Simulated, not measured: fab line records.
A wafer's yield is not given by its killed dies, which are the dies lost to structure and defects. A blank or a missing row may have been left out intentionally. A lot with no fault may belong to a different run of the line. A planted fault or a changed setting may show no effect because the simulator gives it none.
A lot that was struck, set against a sound lot	flow nand harc	15 steps out of a route of 1302
Sound: the wafers L673.2, L673.3, L673.6. Struck: wafers L681.2, L681.3, L681.4. The cause is given at the end.
At each step with rows: each side's tool, then ch and its chambers, then its first start. Under that, the readings that differ: sound wafers	struck wafers	difference of the means	sigmas: that difference in standard deviations of wafers without a fault.
alike: readings whose means differ by less than 2 such deviations, and words and numbers that are the same on both sides. not compared: withheld readings, readings that some wafer has no value for, bounds like >300 that may hide the same value, and numbers for which the record gives no deviation and whose values overlap.
A row with sigmas, a row that says differs or no value, or rows on one side alone: a step with any of these is where the two part. When numbers do not overlap yet have no deviation, they are printed without sigmas and do not part them. A reading that every wafer of one side lacks parts them only if that side has two wafers or more.

first, 1 step without rows for these wafers: NHARC_A_ONON_D1_DEP_12 (target thk 1000 nm).
NHARC_A_ONON_D1_THK_MEAS_14: measures by ellipsometry.
  sound: film metro-02 at day 8 21:58; struck: film metro-02 at day 12 07:32
  alike: thk nm
then, 2 steps without rows for these wafers: NHARC_A_ONON_D1_ANNEAL_15 (time 3600 s); NHARC_A_ONON_D1_DEP_16 (target thk 1000 nm).
NHARC_A_ONON_D1_THK_MEAS_18: measures by ellipsometry.
  sound: film metro-02 at day 9 05:46; struck: film metro-01 at day 12 15:14
  alike: thk nm
then, no rows for these wafers at 1 step: NHARC_A_ONON_D1_DEP_19 (target thk 1000 nm).
NHARC_A_ONON_D1_THK_MEAS_21: measures by ellipsometry.
  sound: film metro-01 at day 9 06:20; struck: film metro-01 at day 12 15:48
  alike: thk nm
then, no rows for these wafers at 1 step: NHARC_A_ONON_D1_DEP_22 (target thk 1000 nm).
NHARC_A_ONON_D1_THK_MEAS_24: measures by ellipsometry.
  sound: film metro-01 at day 9 06:53; struck: film metro-02 at day 12 16:22
  alike: thk nm
then, no rows for these wafers at 1 step: NHARC_A_ONON_D1_DEP_25 (target thk 1000 nm).
NHARC_A_ONON_D1_THK_MEAS_27: measures by ellipsometry.
  sound: film metro-02 at day 9 07:28; struck: film metro-01 at day 12 16:56
  alike: thk nm
NHARC_A_ONON_D1_DEP_28: target thk 1000 nm.
  sound on pecvd onon-01 ch 0, day 9 07:34; struck on pecvd onon-04 ch 0, day 12 17:03
  alike: n2o flow sccm, nh3 flow sccm
NHARC_A_ONON_D1_THK_MEAS_30: measures by ellipsometry.
  sound: film metro-01 at day 9 08:02; struck: film metro-02 at day 12 17:30
reading	sound	struck	difference	sigmas
thk nm (nm)	998 996 999	679 680 680	-318	-32
NHARC_A_ONON_D1_DEP_33: deposits SiO2, target thk 200 nm.
  sound on pecvd-01 ch 0,2, day 9 08:08; struck on pecvd-03 ch 1,2, day 12 17:34
  alike: heater power w, throttle valve pct
-- break in the record here, with 16 days between the starts of the struck wafers on either side (left off in module A_ONON_D1, picked up again in module END, where the first step shown is number 1302 on the route) --
NHARC_END_SORT_01:
  the record has rows for the struck wafers here (prober-02 ch 0, day 28 08:04) and none for the sound ones

WHERE THEY PART
Earliest at NHARC_A_ONON_D1_THK_MEAS_30; latest, in this record, at NHARC_END_SORT_01.

WHY: whatever the simulator had introduced
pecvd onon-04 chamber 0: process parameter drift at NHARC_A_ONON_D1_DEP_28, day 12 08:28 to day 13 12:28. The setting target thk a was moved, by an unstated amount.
